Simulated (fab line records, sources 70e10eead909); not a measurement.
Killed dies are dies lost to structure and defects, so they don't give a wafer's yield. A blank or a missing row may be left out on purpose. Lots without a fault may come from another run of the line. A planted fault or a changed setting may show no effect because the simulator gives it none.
Which tool did it? | flow nand_harc | 11 lots, 33 wafers sampled, at 6 steps of a route of 1302

WHAT THE GAUGES READ, wafer by wafer
NHARC_HYBRID_BOND_OVL_MEAS_05. Usual: overlay_x_nm -2 nm, standard deviation 33; overlay_y_nm 0 nm, standard deviation 31.
lot  | measured     | on         | overlay_x_nm (nm) | overlay_y_nm (nm) | flag
L551 | day 24 00:45 | overlay-02 | -12 -24 3         | 17 52 0           |
L550 | day 24 00:45 | overlay-01 | -16 -76 18        | 52 11 -16         |
L552 | day 24 17:41 | overlay-02 | -24 -41 46        | 3 -24 15          |
L553 | day 25 08:03 | overlay-01 | 16 -12 37         | -21 -11 6         |
L554 | day 26 06:47 | overlay-01 | -28 -31 3         | 12 25 2           |
L557 | day 26 06:47 | overlay-02 | 31 71 -36         | 64 -3 22          |
L555 | day 26 12:47 | overlay-02 | -39 14 31         | -9 43 -8          |
L556 | day 27 17:27 | overlay-01 | 9 -2 40           | -30 41 -25        |
L558 | day 27 17:27 | overlay-02 | 68 -30 -5         | -11 -27 -27       |
L564 | day 29 22:22 | overlay-02 | -11 -71 -9        | -19 -6 13         |
L568 | day 31 22:32 | overlay-01 | -21 -19 26        | 47 12 3           |

NHARC_END_SORT_01. Usual: defect_limited_yield 91.2 %, standard deviation 2.6; killed_at_array 55, standard deviation 17; killed_at_other 1.1, standard deviation 1.6; killed_at_periphery 3.8, standard deviation 2.5; killed_dies 60, standard deviation 18; killed_open 3.3, standard deviation 1.9; killed_short 2.5, standard deviation 1.7.
lot  | measured     | on        | defect_limited_yield (%) | killed_at_array | killed_at_other | killed_at_periphery | killed_dies | killed_open | killed_short | flag
L551 | day 24 20:28 | prober-02 | 89.2 87.1 90.1           | 70 84 67        | 0 0 0           | 3 3 0               | 73 87 67    | 4 5 3       | 2 2 1        |
L550 | day 24 21:59 | prober-01 | 88.6 87.7 90.1           | 67 74 61        | 0 1 0           | 10 8 6              | 77 83 67    | 7 5 4       | 1 3 3        |
L552 | day 25 13:18 | prober-02 | 91.3 87.7 90.8           | 55 75 56        | 0 2 1           | 4 6 5               | 59 83 62    | 0 3 3       | 3 2 1        |
L553 | day 26 02:26 | prober-01 | 87.1 91.3 90.1           | 79 54 63        | 4 2 3           | 4 3 1               | 87 59 67    | 2 3 5       | 4 1 1        |
L554 | day 27 02:04 | prober-02 | 89.4 90.4 89.7           | 70 59 65        | 1 3 1           | 1 3 4               | 72 65 70    | 6 3 3       | 5 3 4        |
L557 | day 27 00:29 | prober-01 | 93.6 94.4 93.8           | 39 36 39        | 0 0 0           | 4 2 3               | 43 38 42    | 4 3 0       | 5 1 4        |
L555 | day 27 09:49 | prober-01 | 91.0 91.3 90.1           | 60 56 65        | 0 0 0           | 1 3 2               | 61 59 67    | 6 5 3       | 1 2 1        |
L556 | day 28 11:44 | prober-01 | 86.1 86.4 88.2           | 92 82 77        | 0 3 0           | 2 7 3               | 94 92 80    | 2 3 5       | 0 1 3        |
L558 | day 28 11:47 | prober-02 | 96.0 95.6 96.6           | 18 19 15        | 6 7 4           | 3 4 4               | 27 30 23    | 5 3 3       | 2 1 1        |
L564 | day 31 00:41 | prober-01 | 91.0 92.0 92.5           | 54 52 49        | 0 0 0           | 7 2 2               | 61 54 51    | 5 1 5       | 2 2 1        |
L568 | day 33 05:04 | prober-01 | 93.4 61.4 92.9           | 40 259 44       | 1 1 1           | 4 1 3               | 45 261 48   | 1 3 5       | 1 2 1        | OFF

WHICH TOOL RAN EACH LOT (tool, then ch and the chambers of the sampled wafers, then the start)
lot  | NHARC_A_M1_CMP_23             | NHARC_A_BONDPAD_ETCH_12                       | NHARC_THIN_TSV_GRIND_00       | NHARC_THIN_TSV_CMP_01
L551 | cmp-01 ch 0,2,3, day 23 10:02 | rie_diel-07 ch 1,2,3, day 24 00:45 or earlier | grinder-01 ch 0, day 24 00:57 | cmp-03 ch 0,1,3, day 24 02:11
L550 | cmp-04 ch 0,2,3, day 23 10:31 | rie_diel-07 ch 0,1, day 24 00:45 or earlier   | grinder-01 ch 0, day 24 02:34 | cmp-02 ch 0,1, day 24 03:24
L552 | cmp-02 ch 0,2,3, day 24 01:37 | rie_diel-07 ch 1,3, day 24 17:41 or earlier   | grinder-01 ch 0, day 24 18:05 | cmp-01 ch 0,3, day 24 19:08
L553 | cmp-01 ch 1,2, day 24 15:35   | rie_diel-09 ch 0,2, day 25 08:03 or earlier   | grinder-01 ch 0, day 25 08:28 | cmp-03 ch 1,2,3, day 25 09:34
L554 | cmp-01 ch 1,2,3, day 25 12:55 | rie_diel-07 ch 0,1, day 26 06:47 or earlier   | grinder-01 ch 0, day 26 07:22 | cmp-02 ch 0,1, day 26 08:11
L557 | cmp-02 ch 1,2, day 25 18:59   | rie_diel-09 ch 0,1, day 26 06:47 or earlier   | grinder-01 ch 0, day 26 08:10 | cmp-03 ch 0,1, day 26 09:23
L555 | cmp-02 ch 0,2,3, day 25 21:57 | rie_diel-07 ch 0,1, day 26 12:47 or earlier   | grinder-01 ch 0, day 26 13:23 | cmp-01 ch 0,1, day 26 14:13
L556 | cmp-04 ch 0,1,3, day 27 02:04 | rie_diel-07 ch 0,1,3, day 27 17:27 or earlier | grinder-01 ch 0, day 27 18:52 | cmp-02 ch 0,1,2, day 27 20:04
L558 | cmp-01 ch 0,1,3, day 27 03:43 | rie_diel-07 ch 0,2, day 27 17:27 or earlier   | grinder-01 ch 0, day 27 17:39 | cmp-02 ch 0,2,3, day 27 18:58
L564 | cmp-01 ch 0,1, day 29 09:13   | rie_diel-09 ch 0,1, day 29 22:22 or earlier   | grinder-01 ch 0, day 30 00:10 | cmp-01 ch 0,3, day 30 00:59
L568 | cmp-01 ch 0,2,3, day 31 07:41 | rie_diel-07 ch 0,3, day 31 22:32 or earlier   | grinder-01 ch 0, day 32 04:14 | cmp-03 ch 1,2, day 32 05:16
- NHARC_A_M1_CMP_23: polishes, t overpolish 20 s, target thk 154.34 nm.
- NHARC_A_BONDPAD_ETCH_12: etches the open film in CHF3/O2, target depth 220 nm, time 110 s.
- NHARC_THIN_TSV_GRIND_00
- NHARC_THIN_TSV_CMP_01: polishes.

WHAT THE TOOLS THEMSELVES READ (means of the sampled wafers that have a number; where no wafer has one, the mark that the record gives instead)
NHARC_A_M1_CMP_23. Usual: edge_zone_pressure_frac 1.000, standard deviation 0.0052; motor_current_A 11.2 A, standard deviation 1.1; time_to_endpoint_s 28.1 s, standard deviation 2.5.
lot  | tool   | edge_zone_pressure_frac | motor_current_A (A) | time_to_endpoint_s (s) | flag
L551 | cmp-01 | 1.002                   | 10.3                | 31.3                   |
L550 | cmp-04 | 1.000                   | 11.1                | 27.8                   |
L552 | cmp-02 | 1.003                   | 11.9                | 27.7                   |
L553 | cmp-01 | 1.001                   | 10.7                | 28.6                   |
L554 | cmp-01 | 0.999                   | 11.4                | 29.8                   |
L557 | cmp-02 | 0.997                   | 11.6                | 25.7                   |
L555 | cmp-02 | 0.999                   | 11.8                | 31.3                   |
L556 | cmp-04 | 0.998                   | 11.7                | 27.7                   |
L558 | cmp-01 | 1.001                   | 10.6                | 27.9                   |
L564 | cmp-01 | 0.998                   | 10.3                | 29.9                   |
L568 | cmp-01 | 0.997                   | 10.3                | 28.0                   |

NHARC_A_BONDPAD_ETCH_12. Usual: chamber_pressure_mTorr 25.000 mTorr, standard deviation 0.023; drypump_motor_current_A 5.6 A, standard deviation 0.57; mfc_ar_sccm 200.0 sccm, standard deviation 0.64; oes_product_au 0.944 a.u., standard deviation 0.023; rf_vpp_V 371.4 V, standard deviation 2.3; showerhead_plenum_p_Torr 2.45 Torr, standard deviation 0.096; throttle_valve_pct 20.572 %, standard deviation 0.0081.
lot  | tool        | chamber_pressure_mTorr (mTorr) | drypump_motor_current_A (A) | mfc_ar_sccm (sccm) | oes_product_au (a.u.) | rf_vpp_V (V) | showerhead_plenum_p_Torr (Torr) | throttle_valve_pct (%) | flag
L551 | rie_diel-07 | 25.003                         | 5.7                         | 200.0              | 0.974                 | 371.6        | 2.44                            | 20.565                 |
L550 | rie_diel-07 | 24.997                         | 5.2                         | 200.5              | 0.930                 | 371.2        | 2.43                            | 20.570                 |
L552 | rie_diel-07 | 24.992                         | 5.2                         | 199.8              | 0.925                 | 373.4        | 2.49                            | 20.577                 |
L553 | rie_diel-09 | 24.993                         | 5.7                         | 200.0              | 0.932                 | 374.6        | 2.57                            | 20.576                 |
L554 | rie_diel-07 | 24.987                         | 5.3                         | 200.1              | 0.924                 | 370.9        | 2.39                            | 20.570                 |
L557 | rie_diel-09 | 24.983                         | 5.9                         | 199.7              | 0.933                 | 369.5        | 2.36                            | 20.564                 |
L555 | rie_diel-07 | 25.022                         | 5.3                         | 201.0              | 0.978                 | 369.2        | 2.39                            | 20.575                 |
L556 | rie_diel-07 | 24.988                         | 5.2                         | 199.5              | 0.925                 | 372.3        | 2.46                            | 20.569                 |
L558 | rie_diel-07 | 25.006                         | 6.0                         | 200.0              | 0.924                 | 371.5        | 2.44                            | 20.570                 |
L564 | rie_diel-09 | 25.010                         | 5.6                         | 200.6              | 0.975                 | 370.7        | 2.44                            | 20.575                 |
L568 | rie_diel-07 | 25.014                         | 5.0                         | 200.1              | 0.928                 | 372.8        | 2.51                            | 20.565                 |

NHARC_THIN_TSV_GRIND_00. Usual: motor_current_A 12.001 A, standard deviation 0.021.
lot  | tool       | motor_current_A (A) | flag
L551 | grinder-01 | 12.003              |
L550 | grinder-01 | 12.007              |
L552 | grinder-01 | 11.994              |
L553 | grinder-01 | 12.020              |
L554 | grinder-01 | 11.998              |
L557 | grinder-01 | 12.011              |
L555 | grinder-01 | 11.994              |
L556 | grinder-01 | 11.998              |
L558 | grinder-01 | 12.008              |
L564 | grinder-01 | 12.003              |
L568 | grinder-01 | 11.996              |

NHARC_THIN_TSV_CMP_01. Usual: edge_zone_pressure_frac 1.000, standard deviation 0.0051; motor_current_A 11.6 A, standard deviation 1.5.
lot  | tool   | edge_zone_pressure_frac | motor_current_A (A) | flag
L551 | cmp-03 | 0.996                   | 13.1                |
L550 | cmp-02 | 1.001                   | 11.9                |
L552 | cmp-01 | 0.999                   | 10.2                |
L553 | cmp-03 | 1.000                   | 13.0                |
L554 | cmp-02 | 1.001                   | 11.7                |
L557 | cmp-03 | 0.996                   | 11.9                |
L555 | cmp-01 | 0.991                   | 10.5                |
L556 | cmp-02 | 0.999                   | 12.1                |
L558 | cmp-02 | 0.997                   | 12.1                |
L564 | cmp-01 | 0.996                   | 10.5                |
L568 | cmp-03 | 0.999                   | 11.5                |

THE ANSWER, worked out from the rows above alone
Rule: a lot is off if the mean of its wafers that have a number lies more than 3 standard deviations from the usual mean. A lot without any number at a reading at which 4 lots or more have one is off too. The other lots that the step has rows for count as sound. The gauges are gone through in route order, then the tools' own readings, and for those a lot's mean is taken as printed above. The first step at which some lot is off is used, and at that step the reading that is off furthest; a lot without a number counts as furthest.
Off: L568, at NHARC_END_SORT_01 (killed_at_array).
A tool fits if, at a process step before that reading, it ran every lot that is off, and no sound lot after the first of them. The gauges at NHARC_END_SORT_01 are tried like those tools. NHARC_A_BONDPAD_ETCH_12 gives no start for some lots, so the hours and the order of its lots are those of NHARC_HYBRID_BOND_OVL_MEAS_05. Can't be told from this: 5 tools fit, cmp-01 at NHARC_A_M1_CMP_23, rie_diel-07 at NHARC_A_BONDPAD_ETCH_12, grinder-01 at NHARC_THIN_TSV_GRIND_00, cmp-03 at NHARC_THIN_TSV_CMP_01, prober-01 at NHARC_END_SORT_01.

WHAT THE SIMULATOR HAD PUT IN
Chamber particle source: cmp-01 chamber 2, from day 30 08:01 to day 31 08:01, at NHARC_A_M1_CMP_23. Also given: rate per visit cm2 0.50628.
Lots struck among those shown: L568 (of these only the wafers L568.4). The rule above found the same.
